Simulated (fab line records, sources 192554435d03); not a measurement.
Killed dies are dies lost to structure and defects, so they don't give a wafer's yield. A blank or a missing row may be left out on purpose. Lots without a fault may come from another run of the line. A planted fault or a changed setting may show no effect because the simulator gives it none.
Which tool did it? | flow n5_finfet | 11 lots, 27 wafers sampled, at 3 steps of a route of 1938

WHAT THE GAUGES READ, wafer by wafer
N5_BEOL_M9_OVL_MEAS_29. Usual: V8_OVL -0.1 nm, standard deviation 0.79.
lot  | measured     | on         | V8_OVL (nm)   | flag
L530 | day 14 02:02 | overlay-02 | 0.4 0.5 0.1   |
L529 | day 14 09:01 | overlay-01 | -0.4 0.2 -0.7 |
L535 | day 15 03:03 | overlay-02 | 0.1 0.0 -0.4  |
L534 | day 15 12:31 | overlay-01 | -0.7 -0.5     |
L537 | day 15 13:46 | overlay-01 | 0.9 -0.2 0.5  |
L539 | day 15 22:05 | overlay-02 | -0.8 -0.9     |
L545 | day 17 03:36 | overlay-02 | -1.0 -1.3     |
L542 | day 17 12:59 | overlay-02 | -0.1 0.2      |
L544 | day 17 16:46 | overlay-02 | -0.6 0.1      |
L549 | day 18 23:26 | overlay-02 | 5.7 5.1       | OFF
L550 | day 19 01:43 | overlay-02 | 0.5 0.0 -0.1  |

WHICH TOOL RAN EACH LOT (tool, then ch and the chambers of the sampled wafers, then the start)
lot  | N5_BEOL_M9_HM_OPEN_17             | N5_BEOL_M9_EXPOSE_25
L530 | rie_metal-01 ch 0,1, day 14 01:03 | euv_scanner-02 ch 0, day 14 01:52
L529 | rie_metal-01 ch 0,1, day 14 07:28 | euv_scanner-02 ch 0, day 14 08:52
L535 | rie_metal-01 ch 0,1, day 15 02:16 | euv_scanner-01 ch 0, day 15 02:53
L534 | rie_metal-01 ch 0,1, day 15 11:45 | euv_scanner-02 ch 0, day 15 12:22
L537 | rie_metal-03 ch 0,1, day 15 12:10 | euv_scanner-01 ch 0, day 15 13:36
L539 | rie_metal-02 ch 0, day 15 19:00   | euv_scanner-01 ch 0, day 15 21:55
L545 | rie_metal-01 ch 0,1, day 17 02:49 | euv_scanner-01 ch 0, day 17 03:27
L542 | rie_metal-02 ch 0,1, day 17 12:26 | euv_scanner-01 ch 0, day 17 12:50
L544 | rie_metal-03 ch 1, day 17 15:55   | euv_scanner-01 ch 0, day 17 16:37
L549 | rie_metal-01 ch 0, day 18 22:50   | euv_scanner-01 ch 0, day 18 23:16
L550 | rie_metal-03 ch 0,1, day 19 01:05 | euv_scanner-02 ch 0, day 19 01:33
- N5_BEOL_M9_HM_OPEN_17: chemistry Cl2/BCl3, target TiN, target depth 20 nm, overetch 6 nm.
- N5_BEOL_M9_EXPOSE_25: exposes mask V8.

WHAT THE TOOLS THEMSELVES READ (means of the sampled wafers that have a number; where no wafer has one, the mark that the record gives instead)
N5_BEOL_M9_HM_OPEN_17. Usual: drypump_motor_current_A 6.1 A, standard deviation 0.42; oes_product_au 0.65 a.u., standard deviation 0.066; throttle_valve_pct 21.9 %, standard deviation 0.32.
lot  | tool         | drypump_motor_current_A (A) | oes_product_au (a.u.) | throttle_valve_pct (%) | flag
L530 | rie_metal-01 | 6.4                         | 0.64                  | 21.7                   |
L529 | rie_metal-01 | 6.3                         | 0.60                  | 21.9                   |
L535 | rie_metal-01 | 6.3                         | 0.60                  | 21.9                   |
L534 | rie_metal-01 | 6.3                         | 0.60                  | 21.8                   |
L537 | rie_metal-03 | 6.0                         | 0.70                  | 22.0                   |
L539 | rie_metal-02 | 5.4                         | 0.62                  | 22.1                   |
L545 | rie_metal-01 | 6.3                         | 0.61                  | 21.8                   |
L542 | rie_metal-02 | 5.5                         | 0.70                  | 22.4                   |
L544 | rie_metal-03 | 6.5                         | 0.76                  | 21.7                   |
L549 | rie_metal-01 | 6.4                         | 0.64                  | 21.5                   |
L550 | rie_metal-03 | 6.2                         | 0.72                  | 21.8                   |

N5_BEOL_M9_EXPOSE_25. Usual: reticle_temp_C 23.00 C, standard deviation 0.1; stage_msd_nm 0.839 nm, standard deviation 0.026.
lot  | tool           | reticle_temp_C (C) | stage_msd_nm (nm) | flag
L530 | euv_scanner-02 | 22.97              | 0.868             |
L529 | euv_scanner-02 | 23.00              | 0.868             |
L535 | euv_scanner-01 | 22.91              | 0.821             |
L534 | euv_scanner-02 | 22.98              | 0.861             |
L537 | euv_scanner-01 | 22.86              | 0.818             |
L539 | euv_scanner-01 | 22.98              | 0.819             |
L545 | euv_scanner-01 | 22.89              | 0.815             |
L542 | euv_scanner-01 | 22.98              | 0.814             |
L544 | euv_scanner-01 | 23.04              | 0.812             |
L549 | euv_scanner-01 | 22.98              | 0.804             |
L550 | euv_scanner-02 | 23.04              | 0.866             |

THE ANSWER, worked out from the rows above alone
Rule: a lot is off if the mean of its wafers that have a number lies more than 3 standard deviations from the usual mean. A lot without any number at a reading at which 4 lots or more have one is off too. The other lots that the step has rows for count as sound. The gauges are gone through in route order, then the tools' own readings, and for those a lot's mean is taken as printed above. The first step at which some lot is off is used, and at that step the reading that is off furthest; a lot without a number counts as furthest.
Off: L549, at N5_BEOL_M9_OVL_MEAS_29 (V8_OVL).
A tool fits if, at a process step before that reading, it ran every lot that is off, and no sound lot after the first of them. The gauges at N5_BEOL_M9_OVL_MEAS_29 are tried like those tools. Can't be told from this: 2 tools fit, rie_metal-01 at N5_BEOL_M9_HM_OPEN_17, euv_scanner-01 at N5_BEOL_M9_EXPOSE_25.

WHAT THE SIMULATOR HAD PUT IN
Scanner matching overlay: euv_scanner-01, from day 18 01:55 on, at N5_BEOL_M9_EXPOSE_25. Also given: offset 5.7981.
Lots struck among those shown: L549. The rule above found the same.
